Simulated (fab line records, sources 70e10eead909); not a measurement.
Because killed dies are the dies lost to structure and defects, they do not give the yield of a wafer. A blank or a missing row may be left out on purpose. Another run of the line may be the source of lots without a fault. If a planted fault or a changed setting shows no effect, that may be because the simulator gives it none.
Code-filled problem report in 8D (eight disciplines) form | flow nand harc | the parts of the form that need people (team, actions taken, sign-off) are left out

## 1. WHAT WENT WRONG
Wafers without a fault read 28, standard deviation 12; killed at array at NHARC_END_SORT_01 reads a mean of 104 on 4 wafers belonging to 2 lots. Measured from the usual mean, that is +6.3 standard deviations.
Seen first at day 23 08:14 on prober-01, wafer L413.1. At this step, 6 wafers from 2 lots have a number in the record. The rule behind "out" and "out of limits": a value lying over 4 standard deviations away from the usual mean. The rest of the wafers with a number are treated as sound.

## 2. WHAT IT IS, AND WHAT IT ISN'T
question                    | is                             | is not
which readings at this step | killed at array, killed dies   | killed at other, killed at periphery, killed open, killed short
which lots                  | L413, L415                     | -
which wafers of those lots  | L413.1, L413.5, L415.4, L415.6 | L413.4, L415.5
read on which gauges        | prober-01                      | -
when                        | from day 23 08:14              | up to then (0 sound wafers); but 2 sound wafers of L413, L415 came after

## 3. WHAT RULES OUT EACH SUSPECT
Counting: any tool at a process step up to the reading remains a suspect provided it ran every lot that is out. Sound lots after the first of them don't rule it out here, since some wafers of a struck lot are sound.
- the gauge at NHARC_END_SORT_01: kept. All the wafers that are out were read on prober-01, and no step on other tools shows them out.
- rie si-02 at NHARC_A_WL_FILL_ETCHBACK_26 (etches the open film in HBr, target depth 52 nm, time 13.3 s): kept. It ran every lot that is out, first L413 (day 19 16:34).
- Within rie si-02 at NHARC_A_WL_FILL_ETCHBACK_26: the wafers that are out ran in chamber 0; their sound lot-mates ran in chamber 1.
Remaining after the count are rie si-02 at NHARC_A_WL_FILL_ETCHBACK_26 and prober-01 at NHARC_END_SORT_01.

## 4. THE CAUSE (what the simulator had put in)
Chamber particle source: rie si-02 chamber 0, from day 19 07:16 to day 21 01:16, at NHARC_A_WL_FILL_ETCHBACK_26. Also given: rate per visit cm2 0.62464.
Of the 2 suspects that counting leaves, this tool is one.

## 5. SEQUENCE OF EFFECTS, ordered by route
One row per reading whose mean, taken over the struck wafers that have a number, lies over 3 standard deviations from the usual. Only readings whose record carries a usual standard deviation are examined. hours: median over the lots of the time between each lot's start at the first step of this table that gives one and its start at this step. sigmas: the change, counted in usual standard deviations.
hours | step              | reading         | usual | on struck wafers | change | sigmas
0     | NHARC_END_SORT_01 | killed at array | 28    | 104              | +76    | +6.3
0     | NHARC_END_SORT_01 | killed dies     | 32    | 107              | +75    | +6.2

## 6. HOW IT WOULD HAVE BEEN CAUGHT EARLIER
97 hours passed between the start of the fault at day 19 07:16 and the first reading out of limits at a measuring or inspecting step in this record, taken at day 23 08:14.
Of the tool readings at NHARC_A_WL_FILL_ETCHBACK_26 for which the record gives a usual standard deviation, none was out on any struck wafer, so an alarm limit of 4 standard deviations on them would not have fired.
Each of the lots that are out, 2 in all, had begun NHARC_A_WL_FILL_ETCHBACK_26 on rie si-02 no later than day 23 08:14. None of them would have been spared by holding the tool at that moment.
